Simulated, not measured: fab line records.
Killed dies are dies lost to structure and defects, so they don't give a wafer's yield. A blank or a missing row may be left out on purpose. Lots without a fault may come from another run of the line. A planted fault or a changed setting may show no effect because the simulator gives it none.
Chamber matching -- flow n5 finfet -- N5_SD_EPI_P_DESCUM_14 on rie diel-06: 4 sister chambers
The step chemistry O2, time 7.9 s. 8 wafers are shown with their chamber, then 7 later ones without.

== WAFERS PAIRED WITH THEIR CHAMBERS ==
wafer,chamber,showerhead plenum p Torr (Torr),throttle valve pct (%)
L079.2,3,1.99,20.64
L080.1,1,2.12,20.52
L080.4,0,2.08,20.82
L082.1,2,2.04,20.32
L082.5,0,2.08,20.80
L082.6,3,1.99,20.65
L085.1,2,2.04,20.32
L085.3,1,2.11,20.54

== WAFERS WHOSE CHAMBER IS MISSING ==
wafer,showerhead plenum p Torr (Torr),throttle valve pct (%)
L085.6,2.12,20.55
L086.3,2.08,20.82
L086.4,1.99,20.65
L086.5,2.04,20.33
L097.4,1.98,20.69
L097.5,1.98,20.68
L097.6,2.03,20.36

== WHICH CHAMBER EACH WENT THROUGH ==
wafer,from the rows above,in truth
L085.6,1,1
L086.3,0,0
L086.4,3,3
L086.5,2,2
L097.4,3,3
L097.5,3,3
L097.6,2,2
Correct placement for 7 of the 7. From these rows, 0 cannot be placed. Number placed wrongly: 0.
How it was worked out, from the rows above alone: a wafer's distance from a chamber is the root of the sum, over the readings, of the square of ((its reading less the chamber's mean) divided by the reading's scatter). The wafer belongs to the nearest chamber; if the next one is less than 2 further off, it can't be placed. A chamber's mean is the mean of its shown wafers. How the scatter is found: for the shown wafers, subtract from each reading the mean of its chamber, square and add these, divide the total by (wafers less chambers), then take the root.
